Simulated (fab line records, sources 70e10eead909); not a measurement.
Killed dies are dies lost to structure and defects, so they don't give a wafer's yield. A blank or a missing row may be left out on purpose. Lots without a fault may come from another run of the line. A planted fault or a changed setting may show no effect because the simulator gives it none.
Which tool did it? | flow nand_harc | 13 lots, 39 wafers sampled, at 2 steps of a route of 1159

WHAT THE GAUGES READ, wafer by wafer
NHARC_A_SGD_CUT_OVL_MEAS_10. Usual: overlay_x_nm 0.0 nm, standard deviation 1.1; overlay_y_nm 0.1 nm, standard deviation 0.82.
lot  | measured     | on         | overlay_x_nm (nm) | overlay_y_nm (nm) | flag
L551 | day 13 22:43 | overlay-02 | -1.3 -1.4 -1.5    | 1.5 2.1 1.5       |
L554 | day 14 15:01 | overlay-01 | -0.1 -0.3 0.1     | -1.0 -1.1 -0.6    |
L552 | day 14 15:19 | overlay-02 | -0.8 -0.7 -0.3    | 1.8 2.3 2.0       |
L557 | day 14 18:07 | overlay-02 | -0.2 -0.2 -0.3    | -1.3 -0.7 -1.5    |
L562 | day 16 10:02 | overlay-02 | -2.0 -1.2 -1.5    | -0.3 -1.3 -1.0    |
L565 | day 17 16:34 | overlay-02 | -1.1 -0.9 -0.5    | -0.7 -0.6 -0.3    |
L566 | day 17 18:28 | overlay-02 | -1.0 -1.6 -1.3    | 0.8 0.9 0.5       |
L569 | day 17 23:26 | overlay-01 | -0.9 -0.1 -0.3    | -0.2 0.3 -0.2     |
L568 | day 18 04:56 | overlay-02 | -0.5 -0.9 -0.9    | -0.2 0.8 0.5      |
L570 | day 18 10:29 | overlay-02 | 1.9 1.0 0.5       | -0.5 -0.2 -0.6    |
L571 | day 18 11:40 | overlay-01 | 1.9 2.0 2.2       | -0.4 -0.1 -0.4    |
L573 | day 19 05:32 | overlay-01 | 1.1 1.9 1.2       | 0.9 0.9 1.7       |
L574 | day 19 20:46 | overlay-01 | 0.7 -0.1 0.2      | 0.9 0.2 0.6       |

NHARC_A_SLIT_OVL_MEAS_10. Usual: overlay_x_nm -0.1 nm, standard deviation 0.65; overlay_y_nm 0.0 nm, standard deviation 0.95.
lot  | measured     | on         | overlay_x_nm (nm) | overlay_y_nm (nm) | flag
L551 | day 14 09:19 | overlay-01 | -0.2 0.4 1.0      | 0.3 -0.2 0.1      |
L554 | day 15 00:11 | overlay-01 | -0.9 -1.0 -1.0    | -0.1 0.4 -0.2     |
L552 | day 15 00:02 | overlay-02 | -0.4 -0.4 -0.4    | -2.0 -2.5 -1.6    |
L557 | day 15 06:03 | overlay-02 | -0.6 0.1 -0.5     | 0.6 0.5 0.3       |
L562 | day 16 20:23 | overlay-02 | -0.7 -0.7 -0.9    | 0.5 0.8 1.4       |
L565 | day 18 03:44 | overlay-01 | -1.2 -0.6 -1.0    | 0.5 -0.1 0.1      |
L566 | day 18 02:02 | overlay-01 | 0.7 1.0 0.8       | 0.2 0.0 0.1       |
L569 | day 18 11:53 | overlay-02 | 0.4 0.3 0.5       | -0.5 -0.5 -0.1    |
L568 | day 18 15:14 | overlay-02 | -1.3 -1.1 -1.5    | 1.2 1.5 1.0       |
L570 | day 18 21:25 | overlay-01 | 0.2 0.2 0.4       | -0.4 -0.4 -0.8    |
L571 | day 18 21:08 | overlay-02 | -0.4 -0.4 0.3     | 0.8 0.4 -0.4      |
L573 | day 19 17:05 | overlay-01 | -0.1 0.2 -0.1     | -1.4 -2.0 -1.2    |
L574 | day 20 05:05 | overlay-02 | 0.0 -0.2 0.2      | 0.5 0.7 0.4       |

WHICH TOOL RAN EACH LOT (tool, then ch and the chambers of the sampled wafers, then the start)
The record holds no process step before these readings.

WHAT THE TOOLS THEMSELVES READ (means of the sampled wafers that have a number; where no wafer has one, the mark that the record gives instead)
The record holds no such reading with a usual standard deviation.

THE ANSWER, worked out from the rows above alone
Rule: a lot is off if the mean of its wafers that have a number lies more than 3 standard deviations from the usual mean. A lot without any number at a reading at which 4 lots or more have one is off too. The other lots that the step has rows for count as sound. The gauges are gone through in route order, then the tools' own readings, and for those a lot's mean is taken as printed above. The first step at which some lot is off is used, and at that step the reading that is off furthest; a lot without a number counts as furthest.
No lot is off at any reading shown: from this, nothing can be told.

WHAT THE SIMULATOR HAD PUT IN
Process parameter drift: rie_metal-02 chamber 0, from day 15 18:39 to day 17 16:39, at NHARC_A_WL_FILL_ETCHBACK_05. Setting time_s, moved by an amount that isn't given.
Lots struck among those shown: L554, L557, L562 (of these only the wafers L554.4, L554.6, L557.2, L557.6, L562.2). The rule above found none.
